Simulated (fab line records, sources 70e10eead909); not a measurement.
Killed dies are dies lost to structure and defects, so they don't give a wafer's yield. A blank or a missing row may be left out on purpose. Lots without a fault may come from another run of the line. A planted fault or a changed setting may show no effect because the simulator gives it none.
fab line records | flow nand_harc
record lots=11 wafers=32 last_day=33
route steps=1302 shown P_GATE@141 END@1302
lots that met no fault: from a run of the same line without faults
start_h: hours from the record's first day to the start of the lot's first wafer shown | wait_h: hours since the lot's step before | " the same as in the row above | L1.1+2: a row that stands for several wafers | - no value, or no start given | * or withheld: withheld | < > ~ a bound
route shown NAME@n: a module of which the file shows steps, and the number in the route of the first | usual: mean/standard deviation of fault-free wafers | same: alike in all rows | chamber/n: place in a boat | sites: the reading at each site | _std_site: their standard deviation | _edge_site: outer sites' mean less inner sites' | radius_mm: how far each site lies from the wafer's centre | mask NAME#n: copy n | behind: the tool/chamber that last shaped the wafer | hold: why the lot was held/for how many hours/how that ended | device: the transistor (n, p or np) that didn't switch | end of line: the same wafers' tests at the end of the route | a step without rows: its recipe alone | killed: dies lost to structure and defects at the first sort, not the wafer's yield | map: a wafer's dies, x killed, . not, _ none there
set.NAME: the setting as run; set.NAME@STEP: as run at that earlier step | model.NAME: the simulator's own value behind a step, which no gauge read
steps of the route over a sample of lots; a table a step, a row a wafer
services: from which hour (start_h, from the record's first day; less than 0 if before it) a tool's chamber was out of use, for how many hours, and why
## steps
# step NHARC_P_GATE_CD_MEAS_26
# recipe target_cd_nm=120 landing_energy_ev=500
# usual cd_nm=120.1/0.62
# same landing_energy_ev=500
# columns lot.wafer tool chamber start_h wait_h cd_nm
L727.2 cd_sem-03 0 119.66 - 118.9
L727.4 " 0 " " 119.6
L727.5 " 0 " " 119.1
L728.1 cd_sem-01 0 123.74 - 120.9
L728.2 " 0 " " 121.1
L728.5 " 0 " " 121.0
L729.2 cd_sem-01 0 138.69 - 120.3
L729.5 " 0 " " 120.2
L729.6 " 0 " " 120.6
L733.2 cd_sem-01 0 181.86 - 119.4
L733.5 " 0 " " 120.2
L733.6 " 0 " " 120.4
L735.1 cd_sem-02 0 201.18 - 120.2
L735.3 " 0 " " 120.4
L735.6 " 0 " " 120.2
L736.3 cd_sem-01 0 201.79 - 120.1
L736.4 " 0 " " 120.5
L736.5 " 0 " " 120.1
L742.2 cd_sem-01 0 268.53 - 118.9
L742.5 " 0 " " 119.5
L742.6 " 0 " " 119.4
L743.1 cd_sem-02 0 277.18 - 119.7
L743.2 " 0 " " 120.1
L745.1 cd_sem-01 0 298.88 - 121.1
L745.4 " 0 " " 120.0
L745.5 " 0 " " 120.5
L747.1 cd_sem-02 0 316.03 - 119.9
L747.5 " 0 " " 119.5
L747.6 " 0 " " 119.8
L748.1 cd_sem-02 0 330.42 - 121.1
L748.3 " 0 " " 120.5
L748.4 " 0 " " 120.2
# step NHARC_P_GATE_ETCHBACK_37
# recipe target_depth_a=345 time_s=17.2 chf3_flow_sccm=50 o2_flow_sccm=10 ar_flow_sccm=200 rf_w=500 bias_w=200 chemistry=CHF3/O2
# usual chamber_pressure_mTorr=24.999/0.023 drypump_motor_current_A=5.6/0.32 mfc_ar_sccm=200.0/0.63 o2_flow_sccm=9.998/0.03 oes_product_au=0.95/0.034 rf_fwd_power_W=490.2/2.9 rf_vpp_V=371.5/2 showerhead_plenum_p_Torr=2.44/0.085 throttle_valve_pct=20.573/0.0077
# columns lot.wafer tool chamber start_h wait_h chamber_pressure_mTorr drypump_motor_current_A mfc_ar_sccm o2_flow_sccm oes_product_au rf_fwd_power_W rf_hours_counter_h rf_vpp_V showerhead_plenum_p_Torr throttle_valve_pct
L727.4 rie_diel-09 3 - - 24.971 6.2 200.6 9.977 0.91 489.0 8.1 372.1 2.46 20.591
L727.2 " 1 " " 24.962 5.4 200.3 10.021 0.93 488.9 6.5 370.6 2.42 20.581
L727.5 " 0 " " 24.997 5.6 199.6 10.038 0.92 494.4 - 373.6 2.52 20.573
L728.1 rie_diel-03 1 - - 24.976 5.4 200.1 9.999 0.93 497.0 0.8 367.5 2.31 20.590
L728.2 " 2 " " 24.998 5.8 200.7 10.050 0.93 489.6 1.2 371.8 2.54 20.565
L728.5 " 3 " " 24.964 5.2 200.0 9.970 0.93 494.9 - 370.0 2.40 20.578
L729.2 rie_diel-03 3 - - 25.050 5.2 200.1 10.008 0.94 492.8 1.9 371.6 2.40 20.578
L729.6 " 2 " " 24.977 5.8 199.9 10.014 0.92 487.4 - 374.4 2.54 20.565
L729.5 " 3 " " 25.008 5.2 200.7 9.973 0.93 492.5 - 371.0 2.40 20.579
L733.2 rie_diel-09 1 - - 25.012 5.4 199.9 9.988 0.99 486.4 0.6 372.7 2.42 20.563
L733.5 " 3 " " 24.998 6.1 199.5 9.962 0.99 487.7 - 372.6 2.46 20.573
L733.6 " 0 " " 24.986 5.6 201.6 9.955 1.02 491.7 - 372.7 2.52 20.569
L735.1 rie_diel-05 2 - - 24.964 5.4 200.6 9.996 0.93 491.5 7.8 369.5 2.38 20.563
L735.3 " 1 " " 24.979 4.9 200.1 9.972 0.93 492.2 6.8 374.6 2.56 20.576
L735.6 " 2 " " 25.028 5.5 199.9 10.034 0.94 493.0 - 369.6 2.38 20.589
L736.4 rie_diel-09 2 - - 24.981 5.3 201.1 9.949 0.91 489.3 1.4 372.3 2.51 20.569
L736.3 " 3 " " 24.984 6.1 200.7 10.040 0.92 485.2 1.4 372.7 2.45 20.569
L736.5 " 1 " " 25.020 5.4 198.8 9.956 0.92 489.6 - 371.9 2.42 20.566
L742.2 rie_diel-09 2 - - 24.984 5.3 200.3 10.027 0.94 486.8 5.1 372.6 2.51 20.577
L742.6 " 1 " " 25.011 5.4 200.7 10.023 0.94 487.8 - 371.1 2.42 20.566
L742.5 " 2 " " 25.022 5.3 200.5 10.015 0.93 488.3 - 372.3 2.51 20.561
L743.2 rie_diel-05 0 - - 24.978 5.8 199.6 10.010 0.92 487.1 4.1 372.7 2.52 20.585
L743.1 " 2 " " 24.986 5.5 198.9 9.973 0.91 492.9 2.8 369.3 2.37 20.574
L745.1 rie_diel-09 0 - - 25.037 5.6 200.5 10.024 0.95 490.3 6.4 373.5 2.52 20.583
L745.4 " 3 " " 24.993 6.1 200.5 10.003 0.92 485.3 6.5 373.3 2.45 20.565
L745.5 " 0 " " 24.945 5.6 199.7 9.935 0.93 489.9 - 373.4 2.52 20.553
L747.1 rie_diel-05 0 - - 24.972 5.8 200.4 10.006 0.91 490.1 5.7 372.8 2.52 20.573
L747.5 " 2 " " 24.978 5.4 201.3 9.962 0.91 492.9 - 368.9 2.37 20.568
L747.6 " 3 " " 24.973 5.3 201.0 9.958 0.92 496.0 - 367.1 2.25 20.577
L748.4 rie_diel-03 2 - - 24.979 5.8 200.8 10.019 0.92 489.5 4.8 374.4 2.54 20.566
L748.3 " 3 " " 24.997 5.2 199.8 9.994 0.91 492.4 5.0 371.2 2.40 20.578
L748.1 " 1 " " 25.022 5.4 200.1 10.015 0.93 494.7 3.8 370.1 2.30 20.572
# step NHARC_P_GATE_PEB_57
# recipe peb_temp_c=118 peb_time_s=85
# usual exhaust_pa=44.8/0.96 heater_power_total_W=163.98/0.27 plate_temp_C=118.00/0.15
# columns lot.wafer tool chamber start_h wait_h exhaust_pa heater_power_total_W plate_temp_C
L727.2 litho_track-07 0 133.19 0.1 45.2 163.98 117.89
L727.4 " 0 " " 44.5 163.93 117.80
L727.5 " 0 " " 45.7 163.69 117.91
L728.1 litho_track-05 0 137.21 0.1 45.7 164.08 117.95
L728.2 " 0 " " 45.1 164.49 117.86
L728.5 " 0 " " 43.9 163.68 117.81
L729.2 litho_track-07 0 152.39 0.1 42.8 164.16 118.03
L729.5 " 0 " " 43.9 163.72 118.20
L729.6 " 0 " " 43.7 163.72 118.06
L733.2 litho_track-05 0 195.27 0.1 44.2 164.16 118.05
L733.5 " 0 " " 44.3 163.85 118.06
L733.6 " 0 " " 44.8 164.24 118.03
L735.1 litho_track-03 0 214.71 0.1 44.7 163.81 117.84
L735.3 " 0 " " 45.0 163.75 117.86
L735.6 " 0 " " 47.1 163.79 117.89
L736.3 litho_track-03 0 215.45 0.1 46.1 164.07 117.96
L736.4 " 0 " " 44.0 163.75 118.05
L736.5 " 0 " " 44.5 164.40 118.00
L742.2 litho_track-07 0 281.93 0.1 46.0 162.42 117.28
L742.5 " 0 " " 45.4 162.81 117.31
L742.6 " 0 " " 45.7 162.48 117.32
L743.1 litho_track-07 0 297.28 0.1 44.7 162.97 117.20
L743.2 " 0 " " 44.8 162.75 116.96
L745.1 litho_track-05 0 312.47 0.1 43.8 163.67 117.97
L745.4 " 0 " " 43.7 164.21 118.07
L745.5 " 0 " " 45.4 164.03 117.76
L747.1 litho_track-05 0 329.68 0.1 46.4 163.63 118.17
L747.5 " 0 " " 44.6 163.70 118.20
L747.6 " 0 " " 46.0 164.50 118.10
L748.1 litho_track-05 0 346.09 0.1 43.9 164.12 118.34
L748.3 " 0 " " 43.4 164.00 118.04
L748.4 " 0 " " 43.9 163.66 118.32
# step NHARC_P_GATE_DESCUM_61
# recipe time_s=3 o2_flow_sccm=200 ar_flow_sccm=0 bias_power_w=0 chemistry=O2
# usual chamber_pressure_mTorr=60.00/0.054 drypump_motor_current_A=5.5/0.33 mfc_ar_sccm=0.006/0.0081 o2_flow_sccm=200.0/0.67 oes_product_au=0.999/0.01 rf_vpp_V=58.0/0.9 showerhead_plenum_p_Torr=1.95/0.072 throttle_valve_pct=11.311/0.0097
# columns lot.wafer tool chamber start_h wait_h chamber_pressure_mTorr drypump_motor_current_A mfc_ar_sccm o2_flow_sccm oes_product_au rf_hours_counter_h rf_vpp_V showerhead_plenum_p_Torr throttle_valve_pct
L727.2 rie_diel-09 0 133.45 - 60.04 5.6 0.008 199.7 1.010 8.1 59.2 2.01 11.313
L727.4 " 1 " " 59.93 5.4 0 200.5 1.000 6.6 58.2 1.93 11.317
L727.5 " 0 " " 60.03 5.6 0.008 199.2 1.004 - 58.5 2.01 11.308
L728.2 rie_diel-09 0 137.49 - 60.04 5.6 0.008 200.7 1.003 8.1 59.4 2.01 11.296
L728.1 " 1 " " 60.06 5.4 0 199.0 1.000 6.6 57.5 1.93 11.323
L728.5 " 3 " " 59.87 6.1 0 201.0 0.993 - 58.5 1.96 11.307
L729.2 rie_diel-03 0 152.66 - 60.10 6.0 0 199.9 0.993 1.6 58.2 1.93 11.307
L729.6 " 2 " " 60.01 5.9 0 200.8 0.991 - 56.7 2.03 11.315
L729.5 " 3 " " 60.10 5.2 0.018 198.8 1.006 - 57.9 1.92 11.313
L733.2 rie_diel-03 2 195.53 - 60.02 5.8 0 200.8 0.995 3.3 57.8 2.03 11.299
L733.6 " 1 " " 60.04 5.4 0 200.6 1.014 - 60.2 1.83 11.305
L733.5 " 2 " " 60.04 5.8 0 201.3 1.000 - 58.8 2.03 11.305
L735.1 rie_diel-09 3 214.96 - 59.96 6.1 0 201.0 1.009 1.4 58.4 1.96 11.305
L735.3 " 2 " " 60.07 5.3 0 199.3 0.989 1.4 58.8 2.01 11.308
L735.6 " 3 " " 60.00 6.1 0 200.5 0.996 - 58.3 1.96 11.302
L736.3 rie_diel-03 2 215.72 - 60.02 5.8 0 199.4 1.006 5.0 57.4 2.03 11.301
L736.4 " 3 " " 59.94 5.2 0.018 200.1 1.012 5.0 58.9 1.91 11.324
L736.5 " 1 " " 59.97 5.4 0 199.7 1.025 - 58.1 1.83 11.302
L742.2 rie_diel-09 0 282.20 - 60.04 5.6 0.008 200.2 1.024 5.0 58.9 2.01 11.306
L742.6 " 3 " " 59.95 6.1 0 200.1 1.005 - 59.4 1.96 11.323
L742.5 " 1 " " 60.12 5.4 0 200.0 0.992 - 58.6 1.93 11.322
L743.2 rie_diel-03 2 297.53 - 60.01 5.8 0 200.5 0.999 0.5 58.8 2.03 11.296
L743.1 " 0 " " 59.93 6.0 0 199.6 1.011 0.9 57.6 1.93 11.301
L745.1 rie_diel-05 2 312.73 - 59.99 5.5 0.017 200.5 0.991 4.9 57.3 1.89 11.298
L745.4 " 3 " " 60.06 5.4 0.009 198.8 0.994 5.6 56.2 1.79 11.317
L745.5 " 1 " " 60.05 4.9 0.023 199.6 1.004 - 57.6 2.04 11.296
L747.1 rie_diel-09 3 329.95 - 59.93 6.1 0 201.0 0.990 0 57.0 1.96 11.309
L747.5 " 1 " " 59.97 5.4 0 200.2 0.998 - 57.9 1.93 11.305
L747.6 " 2 " " 60.04 5.4 0 199.8 0.975 - 58.0 2.01 11.303
L748.1 rie_diel-05 3 346.34 - 60.02 5.4 0.009 199.3 0.981 6.1 58.4 1.79 11.316
L748.3 " 0 " " 59.94 5.8 0 201.1 0.997 5.9 57.7 2.01 11.303
L748.4 " 2 " " 59.97 5.5 0.017 201.2 0.980 5.4 56.4 1.89 11.315
# step NHARC_END_SORT_01
# recipe temp_c=25
# usual killed_at_array=58/17 killed_at_other=1.0/1.4 killed_at_periphery=3.6/2.4 killed_dies=62/17 killed_open=3.4/2 killed_short=2.2/1.6
# same gross_dies=677
# columns lot.wafer tool chamber start_h wait_h killed_at_array killed_at_other killed_at_periphery killed_dies killed_open killed_short
L733.2 prober-02 0 665.99 2.8 62 3 3 68 3 1
L733.5 prober-02 0 668.40 3.7 60 1 1 62 2 2
L733.6 prober-02 0 669.21 4.0 69 0 3 72 3 2
L736.3 prober-01 0 666.70 3.1 52 2 6 60 1 7
L736.4 prober-01 0 667.50 3.4 59 0 7 66 3 1
L736.5 prober-01 0 668.30 3.7 42 3 1 46 1 1
L743.1 prober-02 0 739.11 2.5 50 0 1 51 2 1
L743.2 prober-02 0 739.91 2.8 53 1 3 57 3 3
L742.2 prober-01 0 747.73 2.8 94 3 1 98 4 1
L742.5 prober-01 0 750.11 3.7 102 1 2 105 1 1
L742.6 prober-01 0 750.91 4.0 93 0 4 97 2 2
# killed by level:class
L733.2 A_CHANNEL_HOLE_D1:chamber_film_flake=27 A_CHANNEL_HOLE_D2:chamber_film_flake=14 A_STAIRCASE:chamber_film_flake=7 A_SLIT:chamber_film_flake=4 P_ZERO_WELL:chamber_film_flake=3 A_CONTACT:chamber_film_flake=3 A_ONON_D1:geometric_particle:open=2 A_CHANNEL_FILL_D2:chamber_film_flake=2
L736.3 A_CHANNEL_HOLE_D1:chamber_film_flake=35 A_WL_FILL:geometric_particle:short=4 P_BONDPAD:chamber_film_flake=3 A_SLIT:chamber_film_flake=3 A_SGD_CUT:chamber_film_flake=2 A_WL_FILL:chamber_film_flake=2 A_CONTACT:chamber_film_flake=2 P_GATE:geometric_particle:open=1
L736.4 A_CHANNEL_HOLE_D1:chamber_film_flake=39 A_WL_FILL:chamber_film_flake=5 A_CONTACT:chamber_film_flake=4 A_SGD_CUT:chamber_film_flake=4 P_BONDPAD:chamber_film_flake=3 A_SLIT:chamber_film_flake=3 P_GATE:geometric_particle:open=1 P_M0:geometric_particle:open=1
L736.5 A_CHANNEL_HOLE_D1:chamber_film_flake=30 A_SGD_CUT:chamber_film_flake=3 A_CONTACT:chamber_film_flake=2 A_STAIRCASE:chamber_film_flake=2 THIN_TSV:chamber_film_flake=2 A_DECK1_JOINT:geometric_particle:open=1 A_WL_FILL:geometric_particle:short=1 P_BONDPAD:chamber_film_flake=1
L733.5 A_CHANNEL_HOLE_D1:chamber_film_flake=32 A_CHANNEL_HOLE_D2:chamber_film_flake=15 A_STAIRCASE:chamber_film_flake=5 A_SLIT:chamber_film_flake=3 P_STI:geometric_particle:short=1 A_DECK1_JOINT:geometric_particle:open=1 A_CHANNEL_FILL_D2:geometric_particle:short=1 A_SGD_CUT:geometric_particle:open=1
L733.6 A_CHANNEL_HOLE_D1:chamber_film_flake=26 A_CHANNEL_HOLE_D2:chamber_film_flake=24 A_STAIRCASE:chamber_film_flake=9 A_CONTACT:chamber_film_flake=3 A_SLIT:chamber_film_flake=2 P_CONTACT:geometric_particle:open=1 A_CHANNEL_FILL_D2:geometric_particle:short=1 A_SGD_CUT:geometric_particle:short=1
L743.1 A_CHANNEL_HOLE_D1:chamber_film_flake=29 A_CONTACT:chamber_film_flake=8 A_SLIT:chamber_film_flake=6 A_WL_FILL:chamber_film_flake=2 A_CHANNEL_FILL_D1:geometric_particle:open=1 A_CHANNEL_FILL_D2:geometric_particle:open=1 A_WL_FILL:geometric_particle:short=1 P_STI:chamber_film_flake=1
L743.2 A_CHANNEL_HOLE_D1:chamber_film_flake=35 A_CONTACT:chamber_film_flake=6 A_SLIT:chamber_film_flake=3 A_CHANNEL_FILL_D2:geometric_particle:short=2 P_M0:geometric_particle:open=1 A_ONON_D1:geometric_particle:open=1 A_M0:geometric_particle:open=1 A_M1:geometric_particle:short=1
L742.2 A_SLIT:chamber_film_flake=37 A_CHANNEL_HOLE_D1:chamber_film_flake=24 A_CHANNEL_HOLE_D2:chamber_film_flake=24 A_STAIRCASE:chamber_film_flake=2 THIN_TSV:chamber_film_flake=2 A_ONON_D1:geometric_particle:open=1 A_ONON_D1:geometric_particle:short=1 A_CHANNEL_FILL_D1:geometric_particle:open=1
L742.5 A_SLIT:chamber_film_flake=38 A_CHANNEL_HOLE_D2:chamber_film_flake=30 A_CHANNEL_HOLE_D1:chamber_film_flake=29 P_M2:chamber_film_flake=2 A_CONTACT:chamber_film_flake=2 A_CHANNEL_HOLE_D1:geometric_particle:short=1 A_WL_FILL:geometric_particle:open=1 A_ZERO_WELL:chamber_film_flake=1
L742.6 A_SLIT:chamber_film_flake=37 A_CHANNEL_HOLE_D1:chamber_film_flake=27 A_CHANNEL_HOLE_D2:chamber_film_flake=18 P_GATE:chamber_film_flake=3 A_WL_FILL:chamber_film_flake=2 A_ZERO_WELL:chamber_film_flake=2 A_CONTACT:chamber_film_flake=2 P_M0:geometric_particle:open=1
## services
# columns tool chamber start_h hours kind
rie_diel-09 0 122.20 - clean
rie_diel-09 1 122.20 - clean
rie_diel-09 2 122.20 - clean
rie_diel-09 3 122.20 - clean
litho_track-05 - 124.00 7.0 pm
rie_diel-09 - 143.43 9.0 pm
rie_diel-09 0 143.43 9.0 vent_cycle
rie_diel-09 1 143.43 9.0 vent_cycle
rie_diel-09 2 143.43 9.0 vent_cycle
rie_diel-03 2 161.14 6.3 repair
rie_diel-03 0 166.98 2.3 repair
rie_diel-05 - 215.27 0.9 repair
rie_diel-05 - 229.60 9.0 pm
rie_diel-09 2 234.89 4.7 repair
rie_diel-03 2 237.21 3.6 repair
litho_track-07 - 251.00 7.0 pm
litho_track-03 - 275.00 7.0 pm
rie_diel-03 - 281.32 9.0 pm
rie_diel-09 2 281.81 2.0 repair
rie_diel-05 1 294.45 1.3 repair
rie_diel-03 1 296.91 6.0 repair
litho_track-05 - 299.00 7.0 pm
rie_diel-09 - 320.43 9.0 pm
rie_diel-05 - 324.68 1.1 repair
## key
first_sign step=NHARC_P_GATE_PEB_57 reading=plate_temp_C direction=down sigmas=5.2 usual=* struck=*
effect step=NHARC_P_GATE_PEB_57 reading=heater_power_total_W direction=down sigmas=4.7 usual=* struck=*
met_at NHARC_P_GATE_PEB_57
struck_lots L742,L743
tester_left_out L742,L743
not_acting_at NHARC_P_GATE_CD_MEAS_26,NHARC_P_GATE_ETCHBACK_37,NHARC_P_GATE_DESCUM_61
onset_between 152.39 281.93
fault kind=process_parameter_drift tool=litho_track-07 chamber=- onset_h=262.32 steps=NHARC_P_GATE_PEB_57 channel=peb_temp_c offset=* shape=step end_h=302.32 acts_in=* stated=*
# tester_left_out: of these lots the tester's yield and bins aren't shown, on N5 and GAA mostly nor the transistor test; their killed dies are dies lost to structure and defects alone, not to doping, threshold or leakage, so they don't give the yield
